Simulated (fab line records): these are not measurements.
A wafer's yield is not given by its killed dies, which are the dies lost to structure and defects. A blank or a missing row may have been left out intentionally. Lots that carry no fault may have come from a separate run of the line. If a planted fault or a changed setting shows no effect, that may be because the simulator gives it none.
fab line records -- flow n5Finfet
record lots=4, wafers=12, lastDay=16
route steps=1938 shown BEOL_M4@1099 BEOL_M5@1112 BEOL_M6@1238 PASSIVATION@1936
lots that met no fault: taken from a fault-free run of the same line
startH: the number of hours between the record's first day and the start of the first shown wafer of the lot -- waitH: hours from the lot's prior step to this one -- " repeats the value in the row above -- L1.1+2: one row covering several wafers at once -- - no value, or no start given -- * or withheld: withheld -- < > ~ a bound
route shown NAME@n: NAME is a module with steps in the file, n the number in the route of the first one -- usual: mean/standard deviation of fault-free wafers -- same: alike in all rows -- chamber/n: place in a boat -- sites: per-site readings -- _std_site: standard deviation across them -- _edge_site: mean of outer sites minus mean of inner sites -- radiusMm: how far each site lies from the wafer's centre -- mask NAME#n: copy n -- behind: tool/chamber where the wafer was last shaped -- hold: what put the lot on hold/how long, in hours/how the hold closed -- device: whichever transistor did not switch (one of n, p or np) -- end of line: tests of these same wafers at the route's end -- a step given without rows: its recipe and nothing more -- killed: dies lost to structure and defects at the first sort, not the wafer's yield -- map: a wafer's dies, x killed, . not, _ none there
set.NAME: setting as actually run; set.NAME@STEP: the setting as run at that earlier step -- model.NAME: the simulator's own value behind a step, which no gauge read
lots at selected steps of the route; one table per step, one row per wafer
services: when a tool's chamber went out of use (startH, in hours from the record's first day, below 0 if earlier), for how many hours, and the reason
## steps
# step N5_BEOL_M4_ANNEAL_95
# recipe tempC=400, timeS=240, ambient=vacuum
# step N5_BEOL_M4_SPUTTER_96
# recipe material=Cu, targetThkA=45, tempC=-20, chamberPressurePa=0.07, powerW=withheld, timeS=8.29
# step N5_BEOL_M4_ECD_50
# recipe material=Cu, targetThkA=3000
# step N5_BEOL_M4_ANNEAL_51
# recipe tempC=225, timeS=90, ambient=N2
# step N5_BEOL_M4_CMP_52
# recipe stopOn=SiOC, tOverpolishS=6.8, downForcePsi=1, platenRpm=50, clearingPlatenDownForcePsi=1.5, clearingPlatenRpm=50, postCmpClean=cuAlkaline, targetThkNm=40, clearingPlatenPadVelocityMS=0.99484, padVelocityMS=0.99484
# step N5_BEOL_M4_PRE_CLEAN_60
# recipe gas=NH3/H2, timeS=15, tempC=*, rfPowerW=300
# step N5_BEOL_M4_CO_CAP_55
# recipe material=Co, targetThkA=20, tempC=200, precursor=CCTBA/H2, pressureTorr=30, timeS=102.1
# step N5_BEOL_M4_PRE_CLEAN_56
# recipe gas=NH3, timeS=15, tempC=withheld, rfPowerW=300
# step N5_BEOL_M4_DEP_57
# recipe material=SiCN, targetThkA=80, tempC=withheld, precursor=3MS/NH3, pressureTorr=3, rfW=202, timeS=14
# step N5_BEOL_M4_RC_MEAS_101
# usual DIBL_N=35.8/1.6, DIBL_P=36.0/2.1, IOFF_N=0.153/0.026, IOFF_P=0.21/0.037, ION_N=673/11, ION_P=462/7.6, SS_N=71.4/0.53, SS_P=73.2/0.67, VT_N=250/3.2, VT_P=-250/3.7
lot.wafer,tool,chamber,startH,waitH,DIBL_N[mV/V],DIBL_P[mV/V],IOFF_N[nA/um],IOFF_P[nA/um],ION_N[uA/um],ION_P[uA/um],SS_N[mV/dec],SS_P[mV/dec],VT_N[mV],VT_P[mV]
L751.4,prober-02,0,169.88,0.5,33.7,34.6,0.130,0.19,675,469,70.5,72.6,251,-250
L751.5,prober-02,0,169.88,0.5,36.0,37.8,0.163,0.24,694,477,71.3,72.8,247,-248
L751.6,prober-02,0,169.88,0.5,32.9,33.0,0.114,0.16,670,460,70.0,72.0,252,-254
L760.1,prober-01,0,224.79,0.0,36.6,37.9,0.170,0.24,686,473,71.9,73.9,247,-249
L760.4,prober-01,0,224.79,0.0,36.3,37.9,0.173,0.23,692,468,71.4,73.4,246,-249
L760.5,prober-01,0,224.79,0.0,34.9,35.2,0.139,0.19,675,467,71.8,72.5,250,-251
L763.2,prober-02,0,240.85,0.2,34.3,34.2,0.139,0.19,684,462,71.4,72.5,250,-249
L763.5,prober-02,0,240.85,0.2,35.3,34.1,0.137,0.19,665,462,70.9,72.5,252,-251
L763.6,prober-02,0,240.85,0.2,35.5,36.5,0.165,0.24,690,473,71.1,73.1,246,-246
L769.3,prober-02,0,274.92,0.3,37.6,35.7,0.163,0.19,676,459,72.4,72.8,249,-254
L769.5,prober-02,0,274.92,0.3,34.0,31.3,0.105,0.13,654,452,70.7,71.4,254,-257
L769.6,prober-02,0,274.92,0.3,36.4,35.3,0.141,0.17,670,455,71.8,73.0,251,-256
# step N5_BEOL_M5_ILD_DEP_00
# recipe material=SiCOH_lowk, targetThkA=1406.4, tempC=300, precursor=DEMS/porogen, pressureTorr=5, rfW=500, timeS=25.9
# step N5_BEOL_M5_CURE_79
# recipe tempC=385, timeS=240, ambient=He/Ar, material=SiCOH_lowk
# step N5_BEOL_M5_PECVD_70
# recipe material=SiO2, targetThkA=160, tempC=400, precursor=TEOS/O2, pressureTorr=5.5, rfW=450, teosFlowSccm=53.8, gas=O2, flowSccm=3000, timeS=18
# step N5_BEOL_M5_HM_DEP_02
# recipe material=TiN, targetThkA=200, tempC=25, chamberPressurePa=0.49996
# step N5_BEOL_M5_COAT_59
# recipe resist=SOC, tempC=250, timeS=60, spinRpm=1500, resistThkNm=60
# step N5_BEOL_M5_COAT_60
# recipe resist=SiARC, tempC=220, timeS=60, spinRpm=1500, resistThkNm=12
# step N5_BEOL_M5_COAT_71
# recipe resist=underlayer, tempC=205, timeS=60, spinRpm=1500, resistThkNm=5
# step N5_BEOL_M5_COAT_05
# recipe resist=CAR-EUV, spinRpm=1500, resistThkNm=30
# step N5_BEOL_M5_EBR_07
# recipe solvent=PGMEA, ebrWidthMm=1.5
# step N5_BEOL_M5_SOFTBAKE_06
# recipe tempC=110, timeS=60, resist=CAR-EUV
# step N5_BEOL_M5_EXPOSE_08
# recipe maskId=M5, na=0.33, sourceShape=annular, sigmaInner=0.4, sigmaOuter=0.8, polarization=unpolarized, targetCdNm=28, doseMj=35.75
# step N5_BEOL_M5_PEB_09
# recipe pebTempC=100, pebTimeS=60, resist=CAR-EUV
# step N5_BEOL_M5_DEVELOP_10
# recipe developTimeS=30, developer=TMAH, resist=CAR-EUV, rinseLiquid=surfactantRinse, dry=airSpin, devTempC=23
# step N5_BEOL_M5_DESCUM_16
# recipe chemistry=O2, timeS=7, sourcePowerW=50, biasPowerW=20, pressureMtorr=20, rfFrequencyHz=2.712e+07, tempC=40, resist=CAR-EUV, o2FlowSccm=225
# step N5_BEOL_M5_ETCH_72
# recipe chemistry=N2/H2, target=underlayer, targetDepthA=65, maskMaterial=CAR-EUV, timeS=5.2, ionEnergyEv=200, pressureMtorr=30, sourceW=840, biasW=150, n2FlowSccm=200, h2FlowSccm=200, ends=cleared
# step N5_BEOL_M5_ETCH_61
# recipe chemistry=CF4, target=SiARC, targetDepthA=156, maskMaterial=CAR-EUV, timeS=26, ionEnergyEv=80, pressureMtorr=40, sourceW=545, biasW=36, Ar_flow_sccm=100, cf4FlowSccm=100, ends=cleared
# step N5_BEOL_M5_ETCH_62
# recipe chemistry=N2/H2, target=SOC, targetDepthA=750, overetchA=150, maskMaterial=SiARC, tempC=40, timeS=112.5, ionEnergyEv=200, pressureMtorr=30, sourceW=840, biasW=150, n2FlowSccm=200, h2FlowSccm=200
# step N5_BEOL_M5_STRIP_63
# recipe chemistry=N2/H2, tempC=40, n2FlowSccm=200, h2FlowSccm=200, rfFrequencyHz=6e+07
# step N5_BEOL_M5_STRIP_73
# recipe chemistry=N2/H2, tempC=40, n2FlowSccm=200, h2FlowSccm=200, rfFrequencyHz=6e+07
# step N5_BEOL_M5_STRIP_64
# recipe chemistry=CF4, resist=SiARC, powerW=300, biasPowerW=75, pressureMtorr=50, cf4FlowSccm=150, rfFrequencyHz=6e+07
# step N5_BEOL_M5_HM_OPEN_17
# recipe chemistry=Cl2/BCl3, targetDepthA=200, overetchA=60, target=TiN, maskMaterial=SOC, ionEnergyEv=150, pressureMtorr=10, icpW=1000, biasW=126, Cl2_flow_sccm=53.25, bcl3FlowSccm=21.75, Ar_flow_sccm=25
# step N5_BEOL_M5_STRIP_19
# recipe chemistry=O2, powerW=400, tempC=40, pressureMtorr=30, rfFrequencyHz=6e+07, biasPowerW=0, overashFraction=0.2, o2FlowSccm=225
# step N5_BEOL_M5_COAT_65
# recipe resist=SOC, tempC=250, timeS=60, spinRpm=1500, resistThkNm=60
# step N5_BEOL_M5_COAT_66
# recipe resist=SiARC, tempC=220, timeS=60, spinRpm=1500, resistThkNm=12
# step N5_BEOL_M6_STRIP_36
# recipe chemistry=N2/H2, powerW=450, tempC=40, pressureMtorr=20, rfFrequencyHz=6e+07, overashFraction=0.3, biasPowerW=7, h2Frac=0.5, n2FlowSccm=200, h2FlowSccm=200
# usual biasPowerW=7.003/0.02, chamberPressureMTorr=20.00/0.037, drypumpMotorCurrentA=5.7/0.53, oesProductAu=0.79/0.092, rfVppV=58.9/1.4, showerheadPlenumPTorr=2.56/0.08, throttleValvePct=23.59/0.27
lot.wafer,tool,chamber,startH,waitH,biasPowerW,chamberPressureMTorr,drypumpMotorCurrentA,oesProductAu,rfHoursCounterH,rfVppV,showerheadPlenumPTorr,throttleValvePct,model.SOC_of_BEOL_M6_COAT_63.thkNm
L751.4,rieDiel-05,0,187.84,0.0,7.020,20.04,6.6,0.68,241,57.0,2.50,23.80,0
L751.5,rieDiel-05,1,187.84,0.0,7.036,20.03,5.8,0.79,-,61.6,2.67,23.86,0
L751.6,rieDiel-05,2,187.84,0.0,7.024,19.97,5.1,0.70,-,60.4,2.62,23.79,0
L760.1,rieDiel-05,3,239.91,0.0,-,-,-,-,-,-,-,-,54
L760.4,rieDiel-05,0,239.91,0.0,-,-,-,-,-,-,-,-,54
L760.5,rieDiel-05,0,239.91,0.0,-,-,-,-,-,-,-,-,54
L763.2,rieDiel-05,3,260.90,0.0,-,-,-,-,-,-,-,-,54.2
L763.5,rieDiel-05,2,260.90,0.0,-,-,-,-,-,-,-,-,54.2
L763.6,rieDiel-05,1,260.90,0.0,-,-,-,-,-,-,-,-,54.2
L769.3,rieDiel-06,3,296.38,0.0,7.029,19.98,5.8,0.70,203,60.9,2.52,23.80,0
L769.5,rieDiel-06,3,296.38,0.0,7.017,20.01,5.8,0.69,-,61.1,2.52,23.78,0
L769.6,rieDiel-06,2,296.38,0.0,6.992,20.00,6.6,0.93,-,58.8,2.58,23.22,0
# step N5_BEOL_M6_ETCH_41
# recipe chemistry=CH3F/O2, target=SiCN, targetDepthA=297, taperDeg=2, timeS=52, ionEnergyEv=120, maskMaterial=TiN, pressureMtorr=30, sourceW=395, biasW=75, Ar_flow_sccm=150, CH3F_flow_sccm=30, O2_flow_sccm=20
# usual drypumpMotorCurrentA=5.7/0.53, oesProductAu=0.79/0.092, rfVppV=297.8/1.5, showerheadPlenumPTorr=2.02/0.061, throttleValvePct=16.35/0.25
lot.wafer,tool,chamber,startH,waitH,drypumpMotorCurrentA,oesProductAu,rfHoursCounterH,rfVppV,showerheadPlenumPTorr,throttleValvePct,model.SOC_of_BEOL_M6_COAT_63.thkNm
L751.4,rieDiel-05,0,-,-,6.6,0.69,241,296.7,1.98,16.39,0
L751.5,rieDiel-05,1,-,-,5.8,0.79,-,298.8,2.09,16.43,0
L751.6,rieDiel-05,2,-,-,5.1,0.69,-,298.9,2.08,16.72,0
L760.1,rieDiel-05,3,239.98,0.0,5.7,0.83,74,299.2,2.10,16.00,37.4
L760.4,rieDiel-05,0,239.98,0.0,6.6,1.02,1,298.2,1.98,15.94,37.2
L760.5,rieDiel-05,0,239.98,0.0,6.6,1.03,-,296.7,1.98,15.95,37.2
L763.2,rieDiel-05,3,260.97,0.0,5.7,0.81,80,299.0,2.10,16.03,37.8
L763.5,rieDiel-05,2,260.97,0.0,5.1,0.67,-,297.8,2.07,16.77,38
L763.6,rieDiel-05,1,260.97,0.0,5.8,0.76,-,299.6,2.09,16.47,38
L769.3,rieDiel-06,3,-,-,5.8,0.70,203,298.3,1.97,16.58,0
L769.5,rieDiel-06,3,-,-,5.8,0.70,-,297.0,1.97,16.59,0
L769.6,rieDiel-06,2,-,-,6.6,0.94,-,298.7,2.05,16.17,0
# step N5_PASSIVATION_PROBE_49
# usual defectLimitedYield=91.3/1.5, killed_at_M0_to_M3=33/12, killed_at_M4_up=13/5.2, killedAtContacts=13/6.7, killedAtFrontEnd=40/11, killedAtOther=4.1/2.7, killedDies=103/17, killedOnRim=14/4.2, killedOpen=69/13, killedShort=33/8.4, sort_bin_5_function=5.1/1, sort_bin_6_memory=3.2/0.62, sortNPass=1077/17, sortYieldPct=91.3/1.5
# same grossDies=1180, killedAtBackSide=0, sort_bin_4_leakage[%]=0, sort_bin_8_speed[%]=0
lot.wafer,tool,chamber,startH,waitH,defectLimitedYield[%],killed_at_M0_to_M3,killed_at_M4_up,killedAtContacts,killedAtFrontEnd,killedAtOther,killedDies,killedOnRim,killedOpen,killedShort,sort_bin_5_function[%],sort_bin_6_memory[%],sortNPass,sortYieldPct[%]
L751.4,prober-01,-,270.72,0.2,91.0,32,20,16,35,3,106,21,77,27,4.2,4.5,1074,91.0
L751.5,prober-01,-,270.77,0.2,92.1,37,7,7,41,1,93,11,69,23,4.2,3.6,1087,92.1
L751.6,prober-01,-,270.82,0.3,93.4,19,22,6,26,5,78,5,51,25,3.7,2.9,1102,93.4
L760.1,prober-01,-,325.48,0.0,0,32,1080,20,43,5,1180,152,70,40,96.4,3.1,0,0
L760.4,prober-01,-,325.63,0.2,0,27,1121,10,19,3,1180,152,44,24,96.9,3.0,0,0
L760.5,prober-01,-,325.68,0.2,0,33,1090,7,47,3,1180,152,62,37,96.4,2.9,0,0
L763.2,prober-01,-,344.05,0.1,0,33,1100,10,32,5,1180,152,60,35,96.8,3.1,0,0
L763.5,prober-01,-,344.20,0.2,0,25,1077,17,58,3,1180,152,88,33,95.8,3.8,0,0
L763.6,prober-01,-,344.25,0.3,0,29,1096,12,39,4,1180,152,75,23,97.5,2.4,0,0
L769.3,prober-01,-,390.82,0.1,89.5,53,12,12,40,7,124,18,77,46,6.5,3.6,1056,89.5
L769.5,prober-01,-,390.92,0.2,92.0,24,7,10,47,6,94,9,71,23,4.5,3.3,1086,92.0
L769.6,prober-01,-,390.97,0.3,90.8,31,13,10,53,2,109,13,80,29,5.2,3.6,1071,90.8
# killed by level:class
L751.4 BEOL_M4:geometricParticle:open=13 MOL_CONTACT_COAG:geometricParticle:open=12 BEOL_M0_SAQP:geometricParticle:open=11 FIN_SAQP:geometricParticle:open=10 BEOL_M0_SAQP:geometricParticle:short=9 FIN_SAQP:geometricParticle:short=5 STI_FIN_REVEAL:geometricParticle:open=5 BEOL_M1:geometricParticle:open=5
L751.5 BEOL_M0_SAQP:geometricParticle:open=12 BEOL_M3:geometricParticle:open=12 FIN_SAQP:geometricParticle:open=9 FIN_SAQP:geometricParticle:short=7 MOL_CONTACT_COAG:geometricParticle:open=7 STI_FIN_REVEAL:geometricParticle:open=6 BEOL_M0_SAQP:geometricParticle:short=6 BEOL_M2:geometricParticle:open=4
L751.6 BEOL_M4:geometricParticle:open=12 FIN_SAQP:geometricParticle:open=7 FIN_SAQP:geometricParticle:short=7 MOL_CONTACT_COAG:geometricParticle:open=5 STARTING-WAFER:geometricParticle:open=5 BEOL_M0_SAQP:geometricParticle:short=4 BEOL_M2:geometricParticle:open=4 BEOL_M3:geometricParticle:open=3
L760.1 BEOL_M6:areaAld=1069 STI_FIN_REVEAL:geometricParticle:open=13 MOL_CONTACT_COAG:geometricParticle:open=13 BEOL_M2:geometricParticle:open=10 BEOL_M0_SAQP:geometricParticle:open=9 BEOL_M0_SAQP:geometricParticle:short=9 BEOL_M5:geometricParticle:open=8 MOL_CONTACT_COAG:geometricParticle:short=7
L760.4 BEOL_M6:areaAld=1112 BEOL_M0_SAQP:geometricParticle:open=10 BEOL_M0_SAQP:geometricParticle:short=8 MOL_CONTACT_COAG:geometricParticle:open=6 STI_FIN_REVEAL:geometricParticle:open=5 MOL_CONTACT_COAG:geometricParticle:short=4 BEOL_M4:geometricParticle:open=4 BEOL_M2:geometricParticle:open=3
L760.5 BEOL_M6:areaAld=1080 STI_FIN_REVEAL:geometricParticle:open=12 BEOL_M0_SAQP:geometricParticle:short=11 FIN_SAQP:geometricParticle:short=8 BEOL_M2:geometricParticle:open=8 MOL_CONTACT_COAG:geometricParticle:open=7 BEOL_M0_SAQP:geometricParticle:open=6 FIN_SAQP:geometricParticle:open=5
L763.2 BEOL_M6:areaAld=1085 BEOL_M4:geometricParticle:open=12 MOL_CONTACT_COAG:geometricParticle:open=8 FIN_SAQP:geometricParticle:open=6 BEOL_M0_SAQP:geometricParticle:short=6 BEOL_M3:geometricParticle:open=6 FIN_SAQP:geometricParticle:short=5 BEOL_M1:geometricParticle:open=5
L763.5 BEOL_M6:areaAld=1059 FIN_SAQP:geometricParticle:open=20 MOL_CONTACT_COAG:geometricParticle:open=14 BEOL_M4:geometricParticle:open=12 STI_FIN_REVEAL:geometricParticle:open=11 GATE_CUT:geometricParticle:short=7 BEOL_M1:geometricParticle:open=6 FIN_SAQP:geometricParticle:short=4
L763.6 BEOL_M6:areaAld=1082 STI_FIN_REVEAL:geometricParticle:open=10 MOL_CONTACT_COAG:geometricParticle:open=9 FIN_SAQP:geometricParticle:open=7 BEOL_M2:geometricParticle:open=7 BEOL_M4:geometricParticle:open=7 GATE_CUT:geometricParticle:open=5 BEOL_M1:geometricParticle:open=5
L769.3 BEOL_M0_SAQP:geometricParticle:open=11 BEOL_M0_SAQP:geometricParticle:short=11 FIN_SAQP:geometricParticle:open=10 BEOL_M1:geometricParticle:open=10 MOL_CONTACT_COAG:geometricParticle:short=6 MOL_CONTACT_COAG:geometricParticle:open=6 BEOL_M2:geometricParticle:open=6 DUMMY_GATE:geometricParticle:open=4
L769.5 STI_FIN_REVEAL:geometricParticle:open=16 FIN_SAQP:geometricParticle:open=9 MOL_CONTACT_COAG:geometricParticle:open=8 BEOL_M3:geometricParticle:open=8 FIN_SAQP:geometricParticle:short=4 DUMMY_GATE:geometricParticle:open=4 GATE_CUT:geometricParticle:short=4 BEOL_M0_SAQP:geometricParticle:open=4
L769.6 STI_FIN_REVEAL:geometricParticle:open=14 FIN_SAQP:geometricParticle:open=11 MOL_CONTACT_COAG:geometricParticle:open=10 BEOL_M3:geometricParticle:open=7 DUMMY_GATE:geometricParticle:open=6 BEOL_M0_SAQP:geometricParticle:short=6 BEOL_M0:geometricParticle:open=5 FIN_SAQP:geometricParticle:short=4
# map L760.1 (x killed, . not)
_________________xxxxxxxxxxxx________________
______________xxxxxxxxxxxxxxxxxx_____________
___________xxxxxxxxxxxxxxxxxxxxxxxx__________
__________xxxxxxxxxxxxxxxxxxxxxxxxxx_________
________xxxxxxxxxxxxxxxxxxxxxxxxxxxxxx_______
_______xxxxxxxxxxxxxxxxxxxxxxxxxxxxxxxx______
______xxxxxxxxxxxxxxxxxxxxxxxxxxxxxxxxxx_____
_____xxxxxxxxxxxxxxxxxxxxxxxxxxxxxxxxxxxx____
____xxxxxxxxxxxxxxxxxxxxxxxxxxxxxxxxxxxxxx___
___xxxxxxxxxxxxxxxxxxxxxxxxxxxxxxxxxxxxxxxx__
___xxxxxxxxxxxxxxxxxxxxxxxxxxxxxxxxxxxxxxxx__
__xxxxxxxxxxxxxxxxxxxxxxxxxxxxxxxxxxxxxxxxxx_
__xxxxxxxxxxxxxxxxxxxxxxxxxxxxxxxxxxxxxxxxxx_
_xxxxxxxxxxxxxxxxxxxxxxxxxxxxxxxxxxxxxxxxxxxx
_xxxxxxxxxxxxxxxxxxxxxxxxxxxxxxxxxxxxxxxxxxxx
_xxxxxxxxxxxxxxxxxxxxxxxxxxxxxxxxxxxxxxxxxxxx
_xxxxxxxxxxxxxxxxxxxxxxxxxxxxxxxxxxxxxxxxxxxx
_xxxxxxxxxxxxxxxxxxxxxxxxxxxxxxxxxxxxxxxxxxxx
_xxxxxxxxxxxxxxxxxxxxxxxxxxxxxxxxxxxxxxxxxxxx
_xxxxxxxxxxxxxxxxxxxxxxxxxxxxxxxxxxxxxxxxxxxx
_xxxxxxxxxxxxxxxxxxxxxxxxxxxxxxxxxxxxxxxxxxxx
__xxxxxxxxxxxxxxxxxxxxxxxxxxxxxxxxxxxxxxxxxx_
__xxxxxxxxxxxxxxxxxxxxxxxxxxxxxxxxxxxxxxxxxx_
___xxxxxxxxxxxxxxxxxxxxxxxxxxxxxxxxxxxxxxxx__
___xxxxxxxxxxxxxxxxxxxxxxxxxxxxxxxxxxxxxxxx__
____xxxxxxxxxxxxxxxxxxxxxxxxxxxxxxxxxxxxxx___
_____xxxxxxxxxxxxxxxxxxxxxxxxxxxxxxxxxxxx____
______xxxxxxxxxxxxxxxxxxxxxxxxxxxxxxxxxx_____
_______xxxxxxxxxxxxxxxxxxxxxxxxxxxxxxxx______
________xxxxxxxxxxxxxxxxxxxxxxxxxxxxxx_______
__________xxxxxxxxxxxxxxxxxxxxxxxxxx_________
___________xxxxxxxxxxxxxxxxxxxxxxxx__________
______________xxxxxxxxxxxxxxxxxx_____________
_________________xxxxxxxxxxxx________________
# map L763.2 (x killed, . not)
_________________xxxxxxxxxxxx________________
______________xxxxxxxxxxxxxxxxxx_____________
___________xxxxxxxxxxxxxxxxxxxxxxxx__________
__________xxxxxxxxxxxxxxxxxxxxxxxxxx_________
________xxxxxxxxxxxxxxxxxxxxxxxxxxxxxx_______
_______xxxxxxxxxxxxxxxxxxxxxxxxxxxxxxxx______
______xxxxxxxxxxxxxxxxxxxxxxxxxxxxxxxxxx_____
_____xxxxxxxxxxxxxxxxxxxxxxxxxxxxxxxxxxxx____
____xxxxxxxxxxxxxxxxxxxxxxxxxxxxxxxxxxxxxx___
___xxxxxxxxxxxxxxxxxxxxxxxxxxxxxxxxxxxxxxxx__
___xxxxxxxxxxxxxxxxxxxxxxxxxxxxxxxxxxxxxxxx__
__xxxxxxxxxxxxxxxxxxxxxxxxxxxxxxxxxxxxxxxxxx_
__xxxxxxxxxxxxxxxxxxxxxxxxxxxxxxxxxxxxxxxxxx_
_xxxxxxxxxxxxxxxxxxxxxxxxxxxxxxxxxxxxxxxxxxxx
_xxxxxxxxxxxxxxxxxxxxxxxxxxxxxxxxxxxxxxxxxxxx
_xxxxxxxxxxxxxxxxxxxxxxxxxxxxxxxxxxxxxxxxxxxx
_xxxxxxxxxxxxxxxxxxxxxxxxxxxxxxxxxxxxxxxxxxxx
_xxxxxxxxxxxxxxxxxxxxxxxxxxxxxxxxxxxxxxxxxxxx
_xxxxxxxxxxxxxxxxxxxxxxxxxxxxxxxxxxxxxxxxxxxx
_xxxxxxxxxxxxxxxxxxxxxxxxxxxxxxxxxxxxxxxxxxxx
_xxxxxxxxxxxxxxxxxxxxxxxxxxxxxxxxxxxxxxxxxxxx
__xxxxxxxxxxxxxxxxxxxxxxxxxxxxxxxxxxxxxxxxxx_
__xxxxxxxxxxxxxxxxxxxxxxxxxxxxxxxxxxxxxxxxxx_
___xxxxxxxxxxxxxxxxxxxxxxxxxxxxxxxxxxxxxxxx__
___xxxxxxxxxxxxxxxxxxxxxxxxxxxxxxxxxxxxxxxx__
____xxxxxxxxxxxxxxxxxxxxxxxxxxxxxxxxxxxxxx___
_____xxxxxxxxxxxxxxxxxxxxxxxxxxxxxxxxxxxx____
______xxxxxxxxxxxxxxxxxxxxxxxxxxxxxxxxxx_____
_______xxxxxxxxxxxxxxxxxxxxxxxxxxxxxxxx______
________xxxxxxxxxxxxxxxxxxxxxxxxxxxxxx_______
__________xxxxxxxxxxxxxxxxxxxxxxxxxx_________
___________xxxxxxxxxxxxxxxxxxxxxxxx__________
______________xxxxxxxxxxxxxxxxxx_____________
_________________xxxxxxxxxxxx________________
## services
tool,chamber,startH,hours,kind
rieDiel-05,1,208.51,1.2,repair
rieDiel-05,0,212.49,-,clean
rieDiel-05,0,212.49,-,consumableReplace:focusRing
rieDiel-05,0,212.49,26.6,scheduledDown
rieDiel-05,0,212.49,26.6,ventCycle
rieDiel-06,-,229.49,2.8,pm
rieDiel-06,2,245.69,-,clean
rieDiel-06,2,245.69,-,consumableReplace:focusRing
rieDiel-06,2,245.69,18.1,scheduledDown
rieDiel-06,2,245.69,18.1,ventCycle
rieDiel-05,1,251.98,3.1,repair
rieDiel-05,2,263.06,-,clean
rieDiel-05,2,263.06,-,consumableReplace:focusRing
rieDiel-05,2,263.06,23.8,scheduledDown
rieDiel-05,2,263.06,23.8,ventCycle
## key
firstSign step=N5_BEOL_M6_STRIP_36, reading=toolRecord, direction=missing
effect step=N5_PASSIVATION_PROBE_49, reading=killed_at_M4_up, direction=up, sigmas=99+, usual=13, struck=1094
modelEffect step=N5_BEOL_M6_STRIP_36, value=SOC_of_BEOL_M6_COAT_63.thkNm, without=0, struck=54.1
modelEffect step=N5_BEOL_M6_ETCH_41, value=SOC_of_BEOL_M6_COAT_63.thkNm, without=0, struck=37.6
moreKillsBornAt N5_BEOL_M6_ALD_77@aldMetal-03=3261, N5_BEOL_M6_ALD_77@aldMetal-01=3226
metAt N5_BEOL_M6_STRIP_36
struckWafers L760.1,L760.4,L760.5,L763.2,L763.5,L763.6
laterRowsLeftOut L760.1,L760.4,L760.5,L763.2,L763.5,L763.6
onsetBetween 187.84 239.91
fault kind=skippedStepWhole, tool=rieDiel-05, chamber=-, onsetH=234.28, steps=N5_BEOL_M6_STRIP_36, scope=struckLotsOnly
# laterRowsLeftOut: the simulator's readings of these wafers behind a module that went badly wrong aren't trusted and aren't shown, but for the sort
